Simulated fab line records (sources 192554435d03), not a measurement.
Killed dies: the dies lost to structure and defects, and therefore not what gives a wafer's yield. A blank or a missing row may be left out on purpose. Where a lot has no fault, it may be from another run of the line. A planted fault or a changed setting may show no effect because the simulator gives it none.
Matching of chambers :: flow n5_finfet :: N5_FIN_SAQP_DESCUM_21 on rie_diel-01: 3 sister chambers
The step chemistry O2, time 7.9 s. 3 wafers are shown with their chamber, then 7 later ones without.

WAFERS, EACH WITH ITS CHAMBER
wafer: L085.1
chamber: 1
showerhead_plenum_p_Torr (Torr): 1.99

wafer: L085.2
chamber: 0
showerhead_plenum_p_Torr (Torr): 2.19

wafer: L087.1
chamber: 3
showerhead_plenum_p_Torr (Torr): 2.09

WAFERS WITHOUT THEIR CHAMBER
wafer: L087.3
showerhead_plenum_p_Torr (Torr): 1.99

wafer: L087.5
showerhead_plenum_p_Torr (Torr): 1.99

wafer: L088.2
showerhead_plenum_p_Torr (Torr): 1.99

wafer: L088.3
showerhead_plenum_p_Torr (Torr): 2.09

wafer: L088.6
showerhead_plenum_p_Torr (Torr): 1.99

wafer: L096.4
showerhead_plenum_p_Torr (Torr): 2.18

wafer: L096.5
showerhead_plenum_p_Torr (Torr): 2.09

EACH ONE'S CHAMBER
wafer: L087.3
from the rows above: 1
in truth: 1

wafer: L087.5
from the rows above: 1
in truth: 1

wafer: L088.2
from the rows above: 1
in truth: 1

wafer: L088.3
from the rows above: 3
in truth: 3

wafer: L088.6
from the rows above: 1
in truth: 1

wafer: L096.4
from the rows above: 0
in truth: 0

wafer: L096.5
from the rows above: 3
in truth: 3
Placed correctly: 7 of 7. Can't be placed from these rows: 0. Number placed wrongly: 0.
How it was worked out, from the rows above alone: a wafer's distance from a chamber is the root of the sum, over the readings, of the square of ((its reading less the chamber's mean) divided by the reading's scatter). The wafer belongs to the nearest chamber; if the next one is less than 2 further off, it can't be placed. The mean given for a chamber averages the wafers shown for that chamber. The scatter (one wafer shown for each chamber): square how far every hidden wafer sits from the nearest shown wafer, average those squares and take the square root.
